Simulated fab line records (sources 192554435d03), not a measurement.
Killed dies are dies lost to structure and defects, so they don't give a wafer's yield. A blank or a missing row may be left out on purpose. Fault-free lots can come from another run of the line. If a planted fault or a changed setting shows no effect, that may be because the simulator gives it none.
Matching of chambers :: flow n5-finfet :: N5_BEOL_M15_ILD_DEP_00 on pecvd-02: 3 sister chambers
The step deposits SiO2 from TEOS/O2, target thk 1629.3 nm, time 346.1 s. 3 wafers are shown with their chamber, then 11 later ones without.

EACH WAFER AND ITS CHAMBER
wafer: L088.4
chamber: 0
throttle-valve-pct (%): 17.8

wafer: L088.6
chamber: 1
throttle-valve-pct (%): 19.3

wafer: L090.4
chamber: 2
throttle-valve-pct (%): 17.0

WAFERS MISSING THEIR CHAMBER
wafer: L090.5
throttle-valve-pct (%): 18.4

wafer: L090.6
throttle-valve-pct (%): 19.4

wafer: L094.4
throttle-valve-pct (%): 18.0

wafer: L094.5
throttle-valve-pct (%): 17.0

wafer: L094.6
throttle-valve-pct (%): 19.3

wafer: L095.2
throttle-valve-pct (%): 17.9

wafer: L095.3
throttle-valve-pct (%): 17.1

wafer: L095.5
throttle-valve-pct (%): 17.9

wafer: L096.1
throttle-valve-pct (%): 17.6

wafer: L096.2
throttle-valve-pct (%): 17.1

wafer: L096.3
throttle-valve-pct (%): 19.4

WHICH CHAMBER EACH ONE RAN IN
wafer: L090.5
from the rows above: can't be placed: 0 or 1
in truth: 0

wafer: L090.6
from the rows above: 1
in truth: 1

wafer: L094.4
from the rows above: 0
in truth: 0

wafer: L094.5
from the rows above: 2
in truth: 2

wafer: L094.6
from the rows above: 1
in truth: 1

wafer: L095.2
from the rows above: 0
in truth: 0

wafer: L095.3
from the rows above: 2
in truth: 2

wafer: L095.5
from the rows above: 0
in truth: 0

wafer: L096.1
from the rows above: can't be placed: 0 or 2
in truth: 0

wafer: L096.2
from the rows above: 2
in truth: 2

wafer: L096.3
from the rows above: 1
in truth: 1
Correct placement for 9 of the 11. Can't be placed from these rows: 2 (the true chamber is among the candidates in 2). Placed wrongly: 0.
How it was worked out, from the rows above alone: a wafer's distance from a chamber is the root of the sum, over the readings, of the square of ((its reading less the chamber's mean) divided by the reading's scatter). If the next closest chamber is less than 2 further off than the closest, the wafer can't be placed; otherwise it belongs to the closest. Each chamber's mean is taken over the wafers shown for it. The scatter: with one shown wafer a chamber, the root of the mean of the squares of how far each hidden wafer lies from its nearest shown one.
